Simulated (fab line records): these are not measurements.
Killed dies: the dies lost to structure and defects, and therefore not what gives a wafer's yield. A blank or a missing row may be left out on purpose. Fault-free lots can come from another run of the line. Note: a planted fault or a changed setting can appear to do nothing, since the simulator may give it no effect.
Which of the tools did it? ; flow nand harc ; 33 wafers from 11 lots sampled at 2 of the route's 1159 steps

== WHAT THE GAUGES READ, wafer by wafer ==
NHARC_P_M1_INSPECT_27.
lot;measured;on;raw defect count
L636;day 6 01:55;defect inspect-01;362 210 394
L637;day 6 12:59;defect inspect-01;335 330 309
L639;day 6 21:17;defect inspect-01;290 307 255
L641;day 7 15:38;defect inspect-01;404 231 210
L646;day 8 10:03;defect inspect-01;338 519 337
L648;day 9 08:29;defect inspect-01;343 226 384
L651;day 9 18:18;defect inspect-02;408 475 316
L653;day 10 14:49;defect inspect-02;535 258 494
L655;day 11 00:41;defect inspect-02;205 247 188
L656;day 11 01:37;defect inspect-01;412 148 230
L659;day 11 19:11;defect inspect-02;237 222 439

== WHICH TOOL RAN EACH LOT (tool, then ch and the chambers of the sampled wafers, then the start) ==
lot;NHARC_P_M1_PRE_CLEAN_30
L636;pvd sputter-02, day 6 01:55 or earlier
L637;pvd sputter-01, day 6 12:59 or earlier
L639;pvd sputter-02, day 6 21:17 or earlier
L641;pvd sputter-02, day 7 15:38 or earlier
L646;pvd sputter-01, day 8 10:03 or earlier
L648;pvd sputter-03, day 9 08:29 or earlier
L651;pvd sputter-02, day 9 18:18 or earlier
L653;pvd sputter-02, day 10 14:49 or earlier
L655;pvd sputter-02, day 11 00:41 or earlier
L656;pvd sputter-03, day 11 01:37 or earlier
L659;pvd sputter-02, day 11 19:11 or earlier
- NHARC_P_M1_PRE_CLEAN_30: time 30 s.

== THE ANSWER, worked out from the rows above alone ==
Rule: usual is defined by the lots themselves. Put in order of their means at a reading, lots are off if they are a third of the lots or fewer, leave a main group of 4 or more, and stand apart from it by a gap of 3 or more times the standard deviation of the main group's means; of several such gaps the widest counts. If all means in a main group match to the digits the tables above print for the reading, that group is not used. Also off: a lot with no number at a reading for which 4 or more lots have one. Any other lot the step has rows for is counted as sound.
Across all readings shown, no lot is off: no conclusion can be drawn from this.

== WHAT THE SIMULATOR HAD PUT IN ==
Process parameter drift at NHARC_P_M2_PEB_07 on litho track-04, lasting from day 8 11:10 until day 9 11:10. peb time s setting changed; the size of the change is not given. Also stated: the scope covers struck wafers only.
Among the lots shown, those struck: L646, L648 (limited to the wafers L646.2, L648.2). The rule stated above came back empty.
